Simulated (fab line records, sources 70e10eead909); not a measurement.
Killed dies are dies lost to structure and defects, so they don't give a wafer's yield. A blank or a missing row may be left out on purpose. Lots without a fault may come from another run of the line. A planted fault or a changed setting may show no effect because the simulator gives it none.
Which tool did it? | flow nand_harc | 13 lots, 39 wafers sampled, at 5 steps of a route of 1159

WHAT THE GAUGES READ, wafer by wafer
NHARC_A_BONDPAD_THK_MEAS_30: measures by ellipsometry. Usual: thk_nm 199.9 nm, standard deviation 1.4.
lot  | measured     | on            | thk_nm (nm)       | flag
L220 | day 18 02:32 | film_metro-02 | 200.4 199.2 198.5 |
L221 | day 18 02:11 | film_metro-02 | 202.9 199.8 202.6 |
L223 | day 18 11:09 | film_metro-02 | 202.4 200.1 199.5 |
L225 | day 18 18:59 | film_metro-01 | 199.3 202.3 198.1 |
L224 | day 18 08:10 | film_metro-02 | 198.1 199.2 199.3 |
L226 | day 19 09:12 | film_metro-01 | 201.7 200.3 200.5 |
L228 | day 20 01:04 | film_metro-02 | 199.9 196.4 200.8 |
L227 | day 19 23:16 | film_metro-01 | 198.9 200.7 201.7 |
L229 | day 20 08:56 | film_metro-02 | 200.3 200.9 201.7 |
L231 | day 21 01:05 | film_metro-02 | 197.8 200.9 199.4 |
L230 | day 21 00:45 | film_metro-02 | 200.7 201.9 199.8 |
L235 | day 21 23:44 | film_metro-01 | 198.7 198.8 199.5 |
L242 | day 23 22:13 | film_metro-01 | 201.2 199.5 198.0 |

NHARC_END_SORT_01. Usual: killed_at_array 24, standard deviation 7.4; killed_at_other 0.5, standard deviation 0.81; killed_at_periphery 3.4, standard deviation 2.3; killed_dies 28, standard deviation 8; killed_open 3.4, standard deviation 1.8; killed_short 2.0, standard deviation 1.4.
lot  | measured     | on        | killed_at_array | killed_at_other | killed_at_periphery | killed_dies | killed_open | killed_short | flag
L242 | day 25 03:26 | prober-02 | 28 75 39        | 0 0 0           | 1 5 3               | 29 80 42    | 1 2 4       | 4 6 6        | OFF

WHICH TOOL RAN EACH LOT (tool, then ch and the chambers of the sampled wafers, then the start)
lot  | NHARC_A_WL_FILL_STRIP_29           | NHARC_A_BONDPAD_ANNEAL_28        | NHARC_THIN_TSV_ANNEAL_52
L220 | rie_diel-07 ch 0,1, day 15 17:00   | rtp_anneal-02 ch 0, day 18 05:11 | rtp_anneal-01 ch 0, day 18 22:58
L221 | rie_diel-08 ch 0,1,2, day 15 17:01 | rtp_anneal-02 ch 0, day 18 04:47 | rtp_anneal-02 ch 0, day 18 20:37
L223 | rie_diel-08 ch 0,1,3, day 16 08:36 | rtp_anneal-01 ch 0, day 18 13:35 | rtp_anneal-01 ch 0, day 19 09:51
L225 | rie_diel-07 ch 0,2,3, day 16 08:37 | rtp_anneal-02 ch 0, day 18 21:45 | rtp_anneal-01 ch 0, day 19 16:35
L224 | rie_diel-05 ch 0,1,3, day 16 08:39 | rtp_anneal-01 ch 0, day 18 10:57 | rtp_anneal-01 ch 0, day 19 05:06
L226 | rie_diel-08 ch 0,2, day 17 03:31   | rtp_anneal-01 ch 0, day 19 11:46 | rtp_anneal-01 ch 0, day 20 08:20
L228 | rie_diel-05 ch 0,1, day 17 19:55   | rtp_anneal-02 ch 0, day 20 03:35 | rtp_anneal-01 ch 0, day 20 21:30
L227 | rie_diel-07 ch 0,2,3, day 17 19:56 | rtp_anneal-01 ch 0, day 20 01:49 | rtp_anneal-02 ch 0, day 20 20:21
L229 | rie_diel-08 ch 0,3, day 18 04:47   | rtp_anneal-01 ch 0, day 20 11:26 | rtp_anneal-02 ch 0, day 21 06:56
L231 | rie_diel-07 ch 0,1,2, day 18 20:01 | rtp_anneal-01 ch 0, day 21 03:44 | rtp_anneal-01 ch 0, day 22 00:26
L230 | rie_diel-05 ch 2,3, day 18 20:04   | rtp_anneal-02 ch 0, day 21 03:17 | rtp_anneal-01 ch 0, day 22 01:26
L235 | rie_diel-07 ch 0,2, day 19 11:32   | rtp_anneal-01 ch 0, day 22 02:41 | rtp_anneal-01 ch 0, day 23 02:04
L242 | rie_diel-07 ch 0,1,2, day 21 14:54 | rtp_anneal-02 ch 0, day 24 00:37 | rtp_anneal-01 ch 0, day 24 16:07
- NHARC_A_WL_FILL_STRIP_29: strips in O2, time 20 s.
- NHARC_A_BONDPAD_ANNEAL_28: time 90 s.
- NHARC_THIN_TSV_ANNEAL_52: time 90 s.

WHAT THE TOOLS THEMSELVES READ (means of the sampled wafers that have a number; where no wafer has one, the mark that the record gives instead)
NHARC_A_WL_FILL_STRIP_29. Usual: drypump_motor_current_A 6.1 A, standard deviation 0.4; oes_product_au 0.998 a.u., standard deviation 0.0066; rf_vpp_V 58.0 V, standard deviation 0.86; showerhead_plenum_p_Torr 3.63 Torr, standard deviation 0.12; throttle_valve_pct 17.035 %, standard deviation 0.0098.
lot  | tool        | drypump_motor_current_A (A) | oes_product_au (a.u.) | rf_vpp_V (V) | showerhead_plenum_p_Torr (Torr) | throttle_valve_pct (%) | flag
L220 | rie_diel-07 | 6.2                         | 0.991                 | 56.9         | 3.50                            | 17.034                 |
L221 | rie_diel-08 | 6.4                         | 0.994                 | 59.3         | 3.74                            | 17.040                 |
L223 | rie_diel-08 | 6.3                         | 1.006                 | 58.4         | 3.67                            | 17.035                 |
L225 | rie_diel-07 | 5.8                         | 1.004                 | 58.3         | 3.56                            | 17.046                 |
L224 | rie_diel-05 | 5.9                         | 0.993                 | 58.5         | 3.56                            | 17.027                 |
L226 | rie_diel-08 | 6.3                         | 0.995                 | 58.2         | 3.78                            | 17.039                 |
L228 | rie_diel-05 | 6.1                         | 0.995                 | 58.2         | 3.56                            | 17.041                 |
L227 | rie_diel-07 | 5.8                         | 0.996                 | 57.5         | 3.56                            | 17.045                 |
L229 | rie_diel-08 | 6.1                         | 1.000                 | 57.5         | 3.64                            | 17.042                 |
L231 | rie_diel-07 | 6.0                         | 0.994                 | 58.8         | 3.56                            | 17.025                 |
L230 | rie_diel-05 | 5.5                         | 0.992                 | 57.7         | 3.65                            | 17.037                 |
L235 | rie_diel-07 | 5.7                         | 1.005                 | 57.8         | 3.62                            | 17.032                 |
L242 | rie_diel-07 | 6.0                         | 0.997                 | 57.9         | 3.56                            | 17.034                 |

NHARC_A_BONDPAD_ANNEAL_28. Usual: wafer_temp_C_max 226.2, standard deviation 0.69.
lot  | tool          | wafer_temp_C_max | flag
L220 | rtp_anneal-02 | 225.7            |
L221 | rtp_anneal-02 | 225.7            |
L223 | rtp_anneal-01 | 227.2            |
L225 | rtp_anneal-02 | 225.6            |
L224 | rtp_anneal-01 | 226.8            |
L226 | rtp_anneal-01 | 226.9            |
L228 | rtp_anneal-02 | 225.6            |
L227 | rtp_anneal-01 | 227.0            |
L229 | rtp_anneal-01 | 227.3            |
L231 | rtp_anneal-01 | 227.5            |
L230 | rtp_anneal-02 | 225.7            |
L235 | rtp_anneal-01 | 227.4            |
L242 | rtp_anneal-02 | 225.9            |

NHARC_THIN_TSV_ANNEAL_52. Usual: wafer_temp_C_max 226.3, standard deviation 0.66.
lot  | tool          | wafer_temp_C_max | flag
L220 | rtp_anneal-01 | 226.5            |
L221 | rtp_anneal-02 | 225.7            |
L223 | rtp_anneal-01 | 226.7            |
L225 | rtp_anneal-01 | 226.9            |
L224 | rtp_anneal-01 | 226.3            |
L226 | rtp_anneal-01 | 227.1            |
L228 | rtp_anneal-01 | 227.2            |
L227 | rtp_anneal-02 | 225.7            |
L229 | rtp_anneal-02 | 225.9            |
L231 | rtp_anneal-01 | 226.8            |
L230 | rtp_anneal-01 | 226.9            |
L235 | rtp_anneal-01 | 226.8            |
L242 | rtp_anneal-01 | 226.6            |

THE ANSWER, worked out from the rows above alone
Rule: a lot is off if the mean of its wafers that have a number lies more than 3 standard deviations from the usual mean. A lot without any number at a reading at which 4 lots or more have one is off too. The other lots that the step has rows for count as sound. The gauges are gone through in route order, then the tools' own readings, and for those a lot's mean is taken as printed above. The first step at which some lot is off is used, and at that step the reading that is off furthest; a lot without a number counts as furthest.
Off: L242, at NHARC_END_SORT_01 (killed_at_array). Neither off nor sound, because the step has no rows for them: L220, L221, L223, L225, L224, L226, L228, L227, L229, L231, L230, L235.
A tool fits if, at a process step before that reading, it ran every lot that is off, and no sound lot after the first of them. The gauges at NHARC_END_SORT_01 are tried like those tools. Can't be told from this: 4 tools fit, rie_diel-07 at NHARC_A_WL_FILL_STRIP_29, rtp_anneal-02 at NHARC_A_BONDPAD_ANNEAL_28, rtp_anneal-01 at NHARC_THIN_TSV_ANNEAL_52, prober-02 at NHARC_END_SORT_01.

WHAT THE SIMULATOR HAD PUT IN
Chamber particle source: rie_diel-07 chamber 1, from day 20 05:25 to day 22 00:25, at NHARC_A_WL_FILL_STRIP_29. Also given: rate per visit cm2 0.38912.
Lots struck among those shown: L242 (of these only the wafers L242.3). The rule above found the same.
